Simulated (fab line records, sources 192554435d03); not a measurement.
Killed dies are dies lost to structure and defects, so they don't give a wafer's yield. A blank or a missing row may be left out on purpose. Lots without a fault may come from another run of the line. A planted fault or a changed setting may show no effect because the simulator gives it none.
Which tool did it? | flow n5_finfet | 13 lots, 35 wafers sampled, at 5 steps of a route of 1938

WHAT THE GAUGES READ, wafer by wafer
The record holds no reading of a measuring or inspecting step that can be judged against a usual standard deviation.

WHICH TOOL RAN EACH LOT (tool, then ch and the chambers of the sampled wafers, then the start)
lot  | N5_BEOL_M12_STRIP_37                 | N5_BEOL_M12_DEGAS_41         | N5_BEOL_M12_SPUTTER_43       | N5_BEOL_M12_SPUTTER_44       | N5_PASSIVATION_PROBE_49
L481 | plasma_asher-01 ch 0, day 10 05:55   | pvd_sputter-02, day 10 06:20 | pvd_sputter-02, day 10 06:25 | pvd_sputter-02, day 10 06:30 | -
L483 | plasma_asher-01 ch 0,1, day 10 11:31 | pvd_sputter-02, day 10 12:01 | pvd_sputter-02, day 10 12:06 | pvd_sputter-02, day 10 12:11 | -
L482 | plasma_asher-01 ch 0,1, day 10 12:25 | pvd_sputter-03, day 10 13:09 | pvd_sputter-03, day 10 13:14 | pvd_sputter-03, day 10 13:19 | prober-02, day 12 00:34
L484 | plasma_asher-01 ch 0,1, day 11 01:43 | pvd_sputter-03, day 11 05:00 | pvd_sputter-03, day 11 05:05 | pvd_sputter-03, day 11 05:10 | -
L486 | plasma_asher-02 ch 0,1, day 11 12:41 | pvd_sputter-02, day 11 12:58 | pvd_sputter-02, day 11 13:02 | pvd_sputter-02, day 11 13:07 | -
L485 | plasma_asher-02 ch 0,1, day 11 13:52 | pvd_sputter-02, day 11 18:07 | pvd_sputter-02, day 11 18:11 | pvd_sputter-02, day 11 18:16 | -
L488 | plasma_asher-01 ch 0,1, day 12 00:14 | pvd_sputter-01, day 12 02:08 | pvd_sputter-01, day 12 02:13 | pvd_sputter-01, day 12 02:18 | prober-02, day 13 09:46
L489 | plasma_asher-02 ch 0,1, day 12 09:49 | pvd_sputter-03, day 12 10:22 | pvd_sputter-03, day 12 10:26 | pvd_sputter-03, day 12 10:31 | prober-02, day 13 16:24
L498 | plasma_asher-01 ch 0,1, day 14 00:59 | pvd_sputter-02, day 14 01:43 | pvd_sputter-02, day 14 01:47 | pvd_sputter-02, day 14 01:52 | prober-02, day 15 14:59
L500 | plasma_asher-01 ch 0,1, day 14 13:43 | pvd_sputter-03, day 14 14:02 | pvd_sputter-03, day 14 14:07 | pvd_sputter-03, day 14 14:11 | -
L502 | plasma_asher-01 ch 0,1, day 15 16:32 | pvd_sputter-02, day 15 17:18 | pvd_sputter-02, day 15 17:23 | pvd_sputter-02, day 15 17:28 | -
L503 | plasma_asher-02 ch 0,1, day 15 16:35 | pvd_sputter-01, day 15 17:28 | pvd_sputter-01, day 15 17:33 | pvd_sputter-01, day 15 17:38 | prober-02, day 17 04:47
L504 | plasma_asher-02 ch 1, day 16 03:32   | pvd_sputter-03, day 16 05:51 | pvd_sputter-03, day 16 05:56 | pvd_sputter-03, day 16 06:01 | -
- N5_BEOL_M12_STRIP_37: strips in N2/H2.
- N5_BEOL_M12_DEGAS_41: time 60 s.
- N5_BEOL_M12_SPUTTER_43: material TaN, target thk 15 nm, time 24.19 s.
- N5_BEOL_M12_SPUTTER_44: material Ta, target thk 10 nm, time 16.13 s.
- N5_PASSIVATION_PROBE_49

WHAT THE TOOLS THEMSELVES READ (means of the sampled wafers that have a number; where no wafer has one, the mark that the record gives instead)
N5_BEOL_M12_STRIP_37.
lot  | tool            | drypump_motor_current_A (A) | h2_flow_sccm (sccm) | heater_power_w (W) | oes_product_au (a.u.)
L481 | plasma_asher-01 | 6.2                         | 3251                | 392                | 0.776
L483 | plasma_asher-01 | 6.4                         | 3255                | 371                | 0.792
L482 | plasma_asher-01 | 6.5                         | 3251                | 359                | 0.795
L484 | plasma_asher-01 | 6.5                         | 3257                | 364                | 0.789
L486 | plasma_asher-02 | 5.7                         | 3253                | 327                | 0.794
L485 | plasma_asher-02 | 6.0                         | 3249                | 333                | 0.769
L488 | plasma_asher-01 | 6.4                         | 3254                | 370                | 0.808
L489 | plasma_asher-02 | 5.7                         | 3139                | 324                | 0.788
L498 | plasma_asher-01 | 6.4                         | 3255                | 380                | 0.793
L500 | plasma_asher-01 | 6.5                         | 3262                | 361                | 0.800
L502 | plasma_asher-01 | 6.4                         | 3240                | 376                | 0.792
L503 | plasma_asher-02 | 6.0                         | 3245                | 332                | 0.779
L504 | plasma_asher-02 | 5.4                         | 3254                | 322                | 0.792

N5_BEOL_M12_DEGAS_41.
lot  | tool           | heater_power_w (W)
L481 | pvd_sputter-02 | 322
L483 | pvd_sputter-02 | 305
L482 | pvd_sputter-03 | 346
L484 | pvd_sputter-03 | 336
L486 | pvd_sputter-02 | 320
L485 | pvd_sputter-02 | 310
L488 | pvd_sputter-01 | 354
L489 | pvd_sputter-03 | 340
L498 | pvd_sputter-02 | 326
L500 | pvd_sputter-03 | 352
L502 | pvd_sputter-02 | 306
L503 | pvd_sputter-01 | 333
L504 | pvd_sputter-03 | 338

N5_BEOL_M12_SPUTTER_43.
lot  | tool           | substrate_temp_c (C) | throttle_valve_pct (%)
L481 | pvd_sputter-02 | 49.90                | 30.0
L483 | pvd_sputter-02 | 50.12                | 29.8
L482 | pvd_sputter-03 | 50.01                | 30.9
L484 | pvd_sputter-03 | 49.97                | 30.2
L486 | pvd_sputter-02 | 50.00                | 28.7
L485 | pvd_sputter-02 | 50.02                | 29.3
L488 | pvd_sputter-01 | 49.95                | 30.2
L489 | pvd_sputter-03 | 49.98                | 29.3
L498 | pvd_sputter-02 | 49.91                | 29.4
L500 | pvd_sputter-03 | 49.94                | 30.2
L502 | pvd_sputter-02 | 50.04                | 29.9
L503 | pvd_sputter-01 | 50.02                | 29.7
L504 | pvd_sputter-03 | 50.13                | 30.0

N5_BEOL_M12_SPUTTER_44.
lot  | tool           | substrate_temp_c (C) | throttle_valve_pct (%)
L481 | pvd_sputter-02 | 49.97                | 30.0
L483 | pvd_sputter-02 | 50.09                | 30.0
L482 | pvd_sputter-03 | 50.02                | 31.0
L484 | pvd_sputter-03 | 50.05                | 30.0
L486 | pvd_sputter-02 | 49.98                | 28.6
L485 | pvd_sputter-02 | 50.06                | 29.4
L488 | pvd_sputter-01 | 50.11                | 30.1
L489 | pvd_sputter-03 | 49.93                | 29.5
L498 | pvd_sputter-02 | 49.99                | 29.5
L500 | pvd_sputter-03 | 50.06                | 30.2
L502 | pvd_sputter-02 | 49.86                | 30.2
L503 | pvd_sputter-01 | 50.03                | 29.5
L504 | pvd_sputter-03 | 49.95                | 30.1

N5_PASSIVATION_PROBE_49.
lot  | tool      | defect_limited_yield (%) | killed_at_M0_to_M3 | killed_at_M4_up | killed_at_contacts | killed_at_front_end | killed_at_other | killed_dies | killed_open | killed_short | sort_bin_5_function (%) | sort_bin_6_memory (%) | sort_bin_8_speed (%) | sort_n_pass | sort_yield_pct (%)
L482 | prober-02 | 92.2                     | 22                 | 10              | 10                 | 44                  | 6.3             | 93          | 59          | 31           | 4.4                     | 3.0                   | 0.00                 | 1087        | 92.2
L488 | prober-02 | 90.7                     | 30                 | 18              | 10                 | 45                  | 6.0             | 110         | 72          | 34           | 5.8                     | 3.0                   | 0.00                 | 1070        | 90.7
L489 | prober-02 | 91.6                     | 22                 | 13              | 13                 | 48                  | 3.0             | 99          | 62          | 28           | 4.2                     | 3.0                   | 0.00                 | 1081        | 91.6
L498 | prober-02 | 91.9                     | 42                 | 13              | 7                  | 27                  | 5.3             | 95          | 59          | 32           | 4.5                     | 3.1                   | 0.00                 | 1085        | 91.9
L503 | prober-02 | 91.8                     | 35                 | 12              | 9                  | 36                  | 5.7             | 97          | 70          | 24           | 5.1                     | 2.7                   | 0.00                 | 1083        | 91.8

THE ANSWER, worked out from the rows above alone
Rule: what is usual is taken from the lots themselves. Put in order of their means at a reading, lots are off if they are a third of the lots or fewer, leave a main group of 4 or more, and stand apart from it by a gap of 3 or more times the standard deviation of the main group's means; of several such gaps the widest counts. A main group whose means are all the same, to the digits that the tables above print for the reading, isn't used. A lot without any number at a reading at which 4 lots or more have one is off too. The other lots that the step has rows for count as sound. The gauges are gone through in route order, then the tools' own readings, and for those a lot's mean is taken as printed above. The first step at which some lot is off is used, and at that step the reading that is off furthest; a lot without a number counts as furthest.
Off: L489, at N5_BEOL_M12_STRIP_37 (h2_flow_sccm). The main group: mean 3252 sccm, standard deviation 5.4.
A tool fits if, at that step or a process step before it, it ran every lot that is off, and no sound lot after the first of them. None of those tried fits.

WHAT THE SIMULATOR HAD PUT IN
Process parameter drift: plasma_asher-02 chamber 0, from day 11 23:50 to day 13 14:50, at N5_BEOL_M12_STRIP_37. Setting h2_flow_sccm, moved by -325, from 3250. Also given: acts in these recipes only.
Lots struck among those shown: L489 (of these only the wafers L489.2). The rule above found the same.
